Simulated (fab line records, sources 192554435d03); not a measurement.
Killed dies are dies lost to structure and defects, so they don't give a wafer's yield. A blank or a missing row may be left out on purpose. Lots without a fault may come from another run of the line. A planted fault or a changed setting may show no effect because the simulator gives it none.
fab line records | flow n5_finfet | part 1 of 2: steps 1 to 30 of 35
record lots=5 wafers=15 last_day=18
route steps=1938 shown WELL_APT@37 PMOS_HMC_CHANNEL_EPI@57
lots that met no fault: from a run of the same line without faults
start_h: hours from the record's first day to the start of the lot's first wafer shown | wait_h: hours since the lot's step before | " the same as in the row above | L1.1+2: a row that stands for several wafers | - no value, or no start given | * or withheld: withheld | < > ~ a bound
route shown NAME@n: a module of which the file shows steps, and the number in the route of the first | usual: mean/standard deviation of fault-free wafers | same: alike in all rows | chamber/n: place in a boat | sites: the reading at each site | _std_site: their standard deviation | _edge_site: outer sites' mean less inner sites' | radius_mm: how far each site lies from the wafer's centre | mask NAME#n: copy n | behind: the tool/chamber that last shaped the wafer | hold: why the lot was held/for how many hours/how that ended | device: the transistor (n, p or np) that didn't switch | end of line: the same wafers' tests at the end of the route | a step without rows: its recipe alone | killed: dies lost to structure and defects at the first sort, not the wafer's yield | map: a wafer's dies, x killed, . not, _ none there
set.NAME: the setting as run; set.NAME@STEP: as run at that earlier step | model.NAME: the simulator's own value behind a step, which no gauge read
lots at some steps of the route; a table a step, a row a wafer
services: from which hour (start_h, from the record's first day; less than 0 if before it) a tool's chamber was out of use, for how many hours, and why
## steps
# step N5_WELL_APT_EBR_21
# recipe solvent=PGMEA ebr_width_mm=1.5
# columns lot.wafer tool chamber start_h wait_h
L079.1+3+5 litho_track-01 0 - -
L080.3+4+5 litho_track-01 0 - -
L084.2+3+5 litho_track-02 0 - -
L087.3+4+5 litho_track-05 0 - -
L092.1+2+3 litho_track-05 0 - -
# step N5_WELL_APT_SOFTBAKE_20
# recipe temp_c=130 time_s=60
# columns lot.wafer tool chamber start_h wait_h
L079.1+3+5 litho_track-01 0 - -
L080.3+4+5 litho_track-01 0 - -
L084.2+3+5 litho_track-02 0 - -
L087.3+4+5 litho_track-05 0 - -
L092.1+2+3 litho_track-05 0 - -
# step N5_WELL_APT_EXPOSE_22
# recipe mask_id=PWELL na=0.8 source_shape=conventional sigma_outer=0.8 polarization=unpolarized defocus_nm=0 target_cd_nm=200 dose_mj=23.2
# usual focus_offset_nm=-0.1/0.48
# columns lot.wafer tool chamber start_h wait_h mask focus_offset_nm
L079.1 krf_scanner-01 0 44.80 - PWELL#0 0.3
L079.3 " 0 " " PWELL#0 -0.5
L079.5 " 0 " " PWELL#0 0.2
L080.3 krf_scanner-01 0 50.77 - PWELL#0 -0.5
L080.4 " 0 " " PWELL#0 0.4
L080.5 " 0 " " PWELL#0 0.1
L084.2 krf_scanner-02 0 74.60 - PWELL#0 -0.2
L084.3 " 0 " " PWELL#0 -0.1
L084.5 " 0 " " PWELL#0 0.1
L087.3 krf_scanner-02 0 92.81 - PWELL#0 0.1
L087.4 " 0 " " PWELL#0 -0.2
L087.5 " 0 " " PWELL#0 -0.3
L092.1 krf_scanner-01 0 122.74 - PWELL#0 0.3
L092.2 " 0 " " PWELL#0 0.1
L092.3 " 0 " " PWELL#0 0.4
# step N5_WELL_APT_PEB_23
# recipe peb_temp_c=130 peb_time_s=90
# columns lot.wafer tool chamber start_h wait_h
L079.1+3+5 litho_track-01 0 44.86 0.1
L080.3+4+5 litho_track-01 0 50.82 0.0
L084.2+3+5 litho_track-01 0 74.65 0.0
L087.3+4+5 litho_track-05 0 92.85 0.0
L092.1+2+3 litho_track-05 0 122.79 0.1
# step N5_WELL_APT_DEVELOP_24
# recipe develop_time_s=45 rinse_liquid=surfactant_rinse dry=air_spin dev_temp_c=21
# columns lot.wafer tool chamber start_h wait_h
L079.1+3+5 litho_track-01 0 - -
L080.3+4+5 litho_track-01 0 - -
L084.2+3+5 litho_track-01 0 - -
L087.3+4+5 litho_track-05 0 - -
L092.1+2+3 litho_track-05 0 - -
# step N5_WELL_APT_HARDBAKE_29
# recipe temp_c=130 time_s=120
# columns lot.wafer tool chamber start_h wait_h
L079.1+3+5 litho_track-01 0 - -
L080.3+4+5 litho_track-01 0 - -
L084.2+3+5 litho_track-01 0 - -
L087.3+4+5 litho_track-05 0 - -
L092.1+2+3 litho_track-05 0 - -
# step N5_WELL_APT_CD_MEAS_25
# recipe target_cd_nm=200 landing_energy_ev=500 detector=se_inlens
# usual cd_nm=199.3/2
# columns lot.wafer tool chamber start_h wait_h cd_nm
L079.1 cd_sem-02 0 44.98 - 197.1
L079.3 " 0 " " 194.3
L079.5 " 0 " " 199.7
L080.3 cd_sem-03 0 50.94 - 199.2
L080.4 " 0 " " 199.9
L080.5 " 0 " " 201.0
L084.2 cd_sem-02 0 74.76 - 201.5
L084.3 " 0 " " 202.6
L084.5 " 0 " " 200.8
L087.3 cd_sem-01 0 92.97 - 199.8
L087.4 " 0 " " 201.5
L087.5 " 0 " " 198.3
L092.1 cd_sem-02 0 122.91 - 200.2
L092.2 " 0 " " 198.7
L092.3 " 0 " " 202.9
# step N5_WELL_APT_OVL_MEAS_26
# recipe points_per_wafer=44
# usual PWELL_OVL=-4/4
# columns lot.wafer tool chamber start_h wait_h PWELL_OVL[nm]
L079.1 overlay-02 0 45.01 0.0 -6
L079.3 " 0 " " 0
L079.5 " 0 " " 0
L080.3 overlay-02 0 50.96 0.0 -2
L080.4 " 0 " " -3
L080.5 " 0 " " -3
L084.2 overlay-02 0 74.79 0.0 -2
L084.3 " 0 " " 0
L084.5 " 0 " " 5
L087.3 overlay-01 0 93.00 0.0 -3
L087.4 " 0 " " -11
L087.5 " 0 " " -6
L092.1 overlay-01 0 122.94 0.0 -8
L092.2 " 0 " " -6
L092.3 " 0 " " -2
# step N5_WELL_APT_INSPECT_27
# recipe mode=adi inspect_instrument=macro
# usual raw_defect_count=1.9/1.3
# columns lot.wafer tool chamber start_h wait_h raw_defect_count
L079.1 defect_inspect-02 - 45.03 0.0 1
L079.3 " - " " 3
L079.5 " - " " 1
L080.3 defect_inspect-02 - 51.00 0.0 2
L080.4 " - " " 3
L080.5 " - " " 3
L084.2 defect_inspect-02 - 74.82 0.0 3
L084.3 " - " " 3
L084.5 " - " " 2
L087.3 defect_inspect-02 - 93.02 0.0 4
L087.4 " - " " 3
L087.5 " - " " 4
L092.1 defect_inspect-02 - 122.96 0.0 3
L092.2 " - " " 1
L092.3 " - " " 4
# step N5_WELL_APT_DESCUM_30
# recipe chemistry=O2 time_s=7.9 source_power_w=50 bias_power_w=20 pressure_mtorr=20 rf_frequency_hz=2.712e+07 temp_c=40 o2_flow_sccm=225
# usual chamber_pressure_mTorr=19.998/0.018 drypump_motor_current_A=5.67/0.26 oes_product_au=0.80/0.11 rf_vpp_V=243.7/1.5 showerhead_plenum_p_Torr=2.12/0.079 throttle_valve_pct=20.35/0.25
# columns lot.wafer tool chamber start_h wait_h chamber_pressure_mTorr drypump_motor_current_A oes_product_au rf_hours_counter_h rf_vpp_V showerhead_plenum_p_Torr throttle_valve_pct
L079.1 rie_diel-05 2 45.09 0.1 20.007 6.15 0.94 20 243.5 2.12 20.39
L079.3 " 0 " " 19.978 5.58 0.84 63 242.8 2.14 20.17
L079.5 " 1 " " 19.982 5.81 0.69 - 243.4 2.14 20.14
L080.3 rie_diel-04 2 51.03 0.0 19.958 5.46 0.72 174 240.1 1.99 20.84
L080.4 " 2 " " 19.993 5.45 0.72 - 241.1 2.00 20.82
L080.5 " 0 " " 20.002 5.43 0.71 - 243.7 2.09 20.34
L084.2 rie_diel-05 2 75.11 0.3 19.996 6.15 0.91 32 245.6 2.11 20.41
L084.3 " 1 " " 20.002 5.79 0.68 236 244.1 2.14 20.15
L084.5 " 1 " " 20.009 5.81 0.69 - 244.2 2.14 20.13
L087.3 rie_diel-05 0 93.06 0.0 19.955 5.56 0.81 81 245.0 2.13 20.20
L087.4 " 3 " " 20.035 5.96 0.70 220 242.2 2.06 20.59
L087.5 " 3 " " 20.023 5.97 0.70 - 241.9 2.06 20.57
L092.1 rie_diel-06 1 123.00 0.0 20.006 5.61 0.85 58 242.3 2.05 20.21
L092.2 " 2 " " 19.976 5.73 0.92 20 244.9 2.22 19.96
L092.3 " 0 " " 20.009 5.62 0.88 34 246.0 2.22 20.37
# step N5_WELL_APT_IMPLANT_31
# recipe species=B energy_kev=60 dose_cm2=1.5e+13 tilt_deg=0 rotation_deg=0
# usual beam_energy_keV=60.001/0.02
# columns lot.wafer tool chamber start_h wait_h beam_energy_keV
L079.1 implanter-01 0 45.34 0.2 59.977
L079.3 " 0 " " 59.992
L079.5 " 0 " " 59.980
L080.3 implanter-02 0 51.19 0.1 60.007
L080.4 " 0 " " 60.009
L080.5 " 0 " " 60.023
L084.2 implanter-02 0 75.23 0.1 59.994
L084.3 " 0 " " 60.007
L084.5 " 0 " " 60.041
L087.3 implanter-01 0 93.22 0.1 60.046
L087.4 " 0 " " 60.006
L087.5 " 0 " " 60.029
L092.1 implanter-01 0 123.10 0.1 60.014
L092.2 " 0 " " 60.031
L092.3 " 0 " " 60.003
# step N5_WELL_APT_IMPLANT_32
# recipe species=BF2 energy_kev=50 dose_cm2=2e+13 tilt_deg=0 rotation_deg=0
# usual beam_energy_keV=50.000/0.016
# columns lot.wafer tool chamber start_h wait_h beam_energy_keV
L079.1 implanter-01 0 45.52 0.1 50.012
L079.3 " 0 " " 49.990
L079.5 " 0 " " 50.001
L080.3 implanter-02 0 51.37 0.1 49.999
L080.4 " 0 " " 50.002
L080.5 " 0 " " 49.990
L084.2 implanter-02 0 75.41 0.1 50.010
L084.3 " 0 " " 50.025
L084.5 " 0 " " 49.987
L087.3 implanter-01 0 93.40 0.1 49.994
L087.4 " 0 " " 50.008
L087.5 " 0 " " 50.004
L092.1 implanter-01 0 123.28 0.1 50.014
L092.2 " 0 " " 50.041
L092.3 " 0 " " 50.013
# step N5_WELL_APT_STRIP_33
# recipe chemistry=SPM time_s=900 temp_c=130 h2so4_h2o2_vol_ratio=4 dry=ipa_marangoni
# columns lot.wafer tool chamber start_h wait_h
L079.1+3+5 wet_bench-06 6,4,2 45.73 0.2
L080.3+4+5 wet_bench-05 6,0,5 51.52 0.1
L084.2+3+5 wet_bench-04 2,7,4 75.59 0.1
L087.3+4+5 wet_bench-05 7,4,0 93.55 0.1
L092.1+2+3 wet_bench-06 4,0,3 123.50 0.2
# step N5_WELL_APT_RTA_34
# recipe temp_c=1000 time_s=10 ambient=N2 idle_temp_c=600 ramp_up_c_per_s=150 ramp_down_c_per_s=60 cool_to_c=600
# usual lamp_power_pct=13.00/0.06 lamp_zone_5_pct=13.00/0.031 wafer_temp_C_max=1003.5/1.1
# columns lot.wafer tool chamber start_h wait_h lamp_power_pct lamp_zone_5_pct wafer_temp_C_max
L079.1 rtp_anneal-01 0 46.00 0.0 12.91 13.01 1003.6
L079.3 " 0 " " 13.05 12.99 1001.8
L079.5 " 0 " " 12.92 12.97 1003.2
L080.3 rtp_anneal-02 0 51.83 0.1 12.98 12.94 1004.4
L080.4 " 0 " " 12.95 13.02 1002.9
L080.5 " 0 " " 12.89 13.01 1006.0
L084.2 rtp_anneal-02 0 75.89 0.0 12.89 12.97 1002.3
L084.3 " 0 " " 13.09 13.02 1002.6
L084.5 " 0 " " 12.93 12.94 1003.9
L087.3 rtp_anneal-01 0 93.87 0.1 13.09 12.98 1003.6
L087.4 " 0 " " 13.06 12.99 1004.3
L087.5 " 0 " " 13.08 12.95 1001.7
L092.1 rtp_anneal-02 0 123.78 0.0 13.07 13.01 1002.9
L092.2 " 0 " " 13.02 13.00 1003.9
L092.3 " 0 " " 12.94 13.07 1004.3
# step N5_WELL_APT_OXIDE_STRIP_42
# recipe chemistry=dHF dilution=25:1 time_s=45 temp_c=25 target=SiO2 target_depth_a=120
# columns lot.wafer tool chamber start_h wait_h
L079.1+3+5 wet_bench-06 4,6,3 46.15 0.1
L080.3+4+5 wet_bench-06 0,1,7 51.95 0.1
L084.2+3+5 wet_bench-05 5,7,2 76.01 0.1
L087.3+4+5 wet_bench-04 6,3,7 93.98 0.1
L092.1+2+3 wet_bench-05 2,7,3 123.92 0.1
# step N5_WELL_APT_PRECLEAN_36
# recipe chemistry=O3/DIW time_s=45 temp_c=22 o3_ppm=10
# columns lot.wafer tool chamber start_h wait_h
L079.1+3+5 wet_bench-06 4,6,3 46.16 0.0
L080.3+4+5 wet_bench-06 0,1,7 51.97 0.0
L084.2+3+5 wet_bench-05 5,7,2 76.03 0.0
L087.3+4+5 wet_bench-04 6,3,7 94.00 0.0
L092.1+2+3 wet_bench-05 2,7,3 123.94 0.0
# step N5_WELL_APT_PRECLEAN_39
# recipe chemistry=dHF time_s=60 dilution=150:1 temp_c=25
# columns lot.wafer tool chamber start_h wait_h
L079.1+3+5 wet_bench-06 4,6,3 46.17 0.0
L080.3+4+5 wet_bench-06 0,1,7 51.98 0.0
L084.2+3+5 wet_bench-05 5,7,2 76.04 0.0
L087.3+4+5 wet_bench-04 6,3,7 94.01 0.0
L092.1+2+3 wet_bench-05 2,7,3 123.95 0.0
# step N5_WELL_APT_SRD_37
# recipe dry=ipa_marangoni do_ppb=5 time_s=30 temp_c=23 rinse_liquid=diw
# columns lot.wafer tool chamber start_h wait_h
L079.1+3+5 wet_bench-06 4,6,3 46.19 0.0
L080.3+4+5 wet_bench-06 0,1,7 52.00 0.0
L084.2+3+5 wet_bench-05 5,7,2 76.06 0.0
L087.3+4+5 wet_bench-04 6,3,7 94.03 0.0
L092.1+2+3 wet_bench-05 2,7,3 123.97 0.0
# step N5_WELL_APT_EPI_41
# recipe material=Si target_thk_a=500 temp_c=650 precursor=SiH4/H2 pressure_torr=20 time_s=297.7
# usual lamp_inner_pct=14.3/1.5 susceptor_temp_C_max=651.4/0.44 throttle_valve_pct=11.4/0.43
# columns lot.wafer tool chamber start_h wait_h lamp_inner_pct susceptor_temp_C_max throttle_valve_pct
L079.1 epi_rpcvd-04 0 46.24 0.0 16.2 651.2 12.0
L079.3 " 0 " " 16.3 651.8 12.3
L079.5 " 0 " " 15.9 652.0 12.1
L080.3 epi_rpcvd-03 0 52.25 0.2 12.7 651.3 10.9
L080.4 " 0 " " 12.5 651.6 10.9
L080.5 " 0 " " 12.7 651.2 11.2
L084.2 epi_rpcvd-04 0 76.21 0.1 16.1 651.5 12.1
L084.3 " 0 " " 16.2 650.9 12.0
L084.5 " 0 " " 16.3 651.4 12.0
L087.3 epi_rpcvd-03 0 94.28 0.2 12.6 651.3 11.0
L087.4 " 0 " " 12.7 651.3 10.9
L087.5 " 0 " " 12.7 651.1 11.1
L092.1 epi_rpcvd-03 0 124.02 0.0 12.6 651.0 11.1
L092.2 " 0 " " 12.6 650.4 11.1
L092.3 " 0 " " 12.7 650.7 11.0
# step N5_WELL_APT_INSPECT_38
# recipe inspect_instrument=darkfield mode=post_epi
# usual raw_defect_count=13/5.1
# columns lot.wafer tool chamber start_h wait_h raw_defect_count
L079.1 defect_inspect-02 - 46.88 0.5 21
L079.3 " - " " 20
L079.5 " - " " 13
L080.3 defect_inspect-01 - 52.69 0.3 16
L080.4 " - " " 15
L080.5 " - " " 4
L084.2 defect_inspect-02 - 76.74 0.4 15
L084.3 " - " " 13
L084.5 " - " " 15
L087.3 defect_inspect-02 - 94.71 0.3 12
L087.4 " - " " 21
L087.5 " - " " 22
L092.1 defect_inspect-01 - 124.65 0.5 4
L092.2 " - " " 6
L092.3 " - " " 20
# step N5_PMOS_HMC_CHANNEL_EPI_HM_DEP_34
# recipe material=SiO2 target_thk_a=360 temp_c=400 precursor=TEOS/O2 pressure_torr=6.5 rf_w=900 teos_flow_sccm=161.4 gas=O2 flow_sccm=2650 time_s=6.9
# usual heater_power_w=544/93 showerhead_plenum_p_Torr=8.34/0.035 throttle_valve_pct=18.4/0.86
# columns lot.wafer tool chamber start_h wait_h heater_power_w showerhead_plenum_p_Torr throttle_valve_pct
L079.1 pecvd-04 2 46.91 0.0 509 8.35 17.9
L079.3 " 1 " " 489 8.37 19.3
L079.5 " 0 " " 480 8.30 18.8
L080.3 pecvd-04 2 52.74 0.0 537 8.35 18.3
L080.4 " 1 " " 479 8.39 19.2
L080.5 " 2 " " 520 8.35 18.2
L084.2 pecvd-02 0 76.78 0.0 560 8.33 20.1
L084.3 " 2 " " 674 8.29 17.0
L084.5 " 0 " " 575 8.36 20.0
L087.3 pecvd-01 2 94.76 0.0 418 8.39 18.1
L087.4 " 1 " " 463 8.33 19.0
L087.5 " 1 " " 470 8.32 19.1
L092.1 pecvd-02 2 124.69 0.0 569 8.30 16.9
L092.2 " 1 " " 690 8.34 18.0
L092.3 " 1 " " 691 8.38 18.1
# step N5_PMOS_HMC_CHANNEL_EPI_COAT_31
# recipe resist=BARC temp_c=205 time_s=60 spin_rpm=1500 resist_thk_nm=66
# columns lot.wafer tool chamber start_h wait_h
L079.1+3+5 litho_track-05 0 46.97 0.0
L080.3+4+5 litho_track-03 0 52.79 0.0
L084.2+3+5 litho_track-03 0 76.83 0.0
L087.3+4+5 litho_track-05 0 94.82 0.0
L092.1+2+3 litho_track-03 0 124.76 0.1
# step N5_PMOS_HMC_CHANNEL_EPI_COAT_03
# recipe resist=CAR-ArF-block spin_rpm=1500 resist_thk_nm=205
# columns lot.wafer tool chamber start_h wait_h
L079.1+3+5 litho_track-05 0 - -
L080.3+4+5 litho_track-03 0 - -
L084.2+3+5 litho_track-03 0 - -
L087.3+4+5 litho_track-05 0 - -
L092.1+2+3 litho_track-03 0 - -
# step N5_PMOS_HMC_CHANNEL_EPI_EBR_05
# recipe solvent=PGMEA ebr_width_mm=1.5
# columns lot.wafer tool chamber start_h wait_h
L079.1+3+5 litho_track-05 0 - -
L080.3+4+5 litho_track-03 0 - -
L084.2+3+5 litho_track-03 0 - -
L087.3+4+5 litho_track-05 0 - -
L092.1+2+3 litho_track-03 0 - -
# step N5_PMOS_HMC_CHANNEL_EPI_SOFTBAKE_04
# recipe temp_c=110 time_s=60 resist=CAR-ArF-block
# columns lot.wafer tool chamber start_h wait_h
L079.1+3+5 litho_track-05 0 - -
L080.3+4+5 litho_track-03 0 - -
L084.2+3+5 litho_track-03 0 - -
L087.3+4+5 litho_track-05 0 - -
L092.1+2+3 litho_track-03 0 - -
# step N5_PMOS_HMC_CHANNEL_EPI_EXPOSE_06
# recipe mask_id=PMOS_HMC_BLK na=1.35 source_shape=conventional sigma_outer=0.8 polarization=unpolarized target_cd_nm=240 dose_mj=41
# usual focus_offset_nm=0.0/0.5
# columns lot.wafer tool chamber start_h wait_h mask focus_offset_nm
L079.1 arfi_scanner-02 0 47.19 - PMOS_HMC_BLK#0 -0.1
L079.3 " 0 " " PMOS_HMC_BLK#0 -0.3
L079.5 " 0 " " PMOS_HMC_BLK#0 0.6
L080.3 arfi_scanner-01 0 53.03 - PMOS_HMC_BLK#0 0.2
L080.4 " 0 " " PMOS_HMC_BLK#0 0.1
L080.5 " 0 " " PMOS_HMC_BLK#0 -0.1
L084.2 arfi_scanner-03 0 77.06 - PMOS_HMC_BLK#0 0.0
L084.3 " 0 " " PMOS_HMC_BLK#0 -0.1
L084.5 " 0 " " PMOS_HMC_BLK#0 -0.2
L087.3 arfi_scanner-03 0 94.93 - PMOS_HMC_BLK#0 0.3
L087.4 " 0 " " PMOS_HMC_BLK#0 0.5
L087.5 " 0 " " PMOS_HMC_BLK#0 -0.1
L092.1 arfi_scanner-03 0 124.98 - PMOS_HMC_BLK#0 0.2
L092.2 " 0 " " PMOS_HMC_BLK#0 0.2
L092.3 " 0 " " PMOS_HMC_BLK#0 0.2
# step N5_PMOS_HMC_CHANNEL_EPI_PEB_07
# recipe peb_temp_c=110 peb_time_s=60 resist=CAR-ArF-block
# columns lot.wafer tool chamber start_h wait_h
L079.1+3+5 litho_track-05 0 47.25 0.1
L080.3+4+5 litho_track-03 0 53.08 0.0
L084.2+3+5 litho_track-04 0 77.12 0.0
L087.3+4+5 litho_track-05 0 94.98 0.0
L092.1+2+3 litho_track-03 0 125.04 0.1
# step N5_PMOS_HMC_CHANNEL_EPI_DEVELOP_08
# recipe develop_time_s=30 developer=TMAH resist=CAR-ArF-block dev_temp_c=23 rinse_liquid=diw dry=air_spin
# columns lot.wafer tool chamber start_h wait_h
L079.1+3+5 litho_track-05 0 - -
L080.3+4+5 litho_track-03 0 - -
L084.2+3+5 litho_track-04 0 - -
L087.3+4+5 litho_track-05 0 - -
L092.1+2+3 litho_track-03 0 - -
# step N5_PMOS_HMC_CHANNEL_EPI_CD_MEAS_09
# recipe target_cd_nm=237.4 landing_energy_ev=500 detector=se_inlens
# usual cd_nm=238.0/1.1
# columns lot.wafer tool chamber start_h wait_h cd_nm
L079.1 cd_sem-01 0 47.32 - 238.7
L079.3 " 0 " " 240.5
L079.5 " 0 " " 239.6
L080.3 cd_sem-03 0 53.14 - 237.1
L080.4 " 0 " " 236.5
L080.5 " 0 " " 237.4
L084.2 cd_sem-01 0 77.18 - 237.1
L084.3 " 0 " " 238.5
L084.5 " 0 " " 238.8
L087.3 cd_sem-03 0 95.05 - 238.4
L087.4 " 0 " " 237.1
L087.5 " 0 " " 237.6
L092.1 cd_sem-02 0 125.11 - 239.5
L092.2 " 0 " " 239.5
L092.3 " 0 " " 238.8
# step N5_PMOS_HMC_CHANNEL_EPI_OVL_MEAS_10
# recipe points_per_wafer=44
# usual PMOS_HMC_BLK_OVL=0.1/0.83
# columns lot.wafer tool chamber start_h wait_h PMOS_HMC_BLK_OVL[nm]
L079.1 overlay-02 0 47.35 0.0 -0.2
L079.3 " 0 " " 1.1
L079.5 " 0 " " 0.2
L080.3 overlay-01 0 53.17 0.0 -0.5
L080.4 " 0 " " 0.8
L080.5 " 0 " " -0.6
L084.2 overlay-01 0 77.21 0.0 0.8
L084.3 " 0 " " -1.4
L084.5 " 0 " " 0.0
L087.3 overlay-01 0 95.07 0.0 -0.4
L087.4 " 0 " " 1.3
L087.5 " 0 " " 0.1
L092.1 overlay-02 0 125.14 0.0 0.4
L092.2 " 0 " " -0.4
L092.3 " 0 " " 1.5
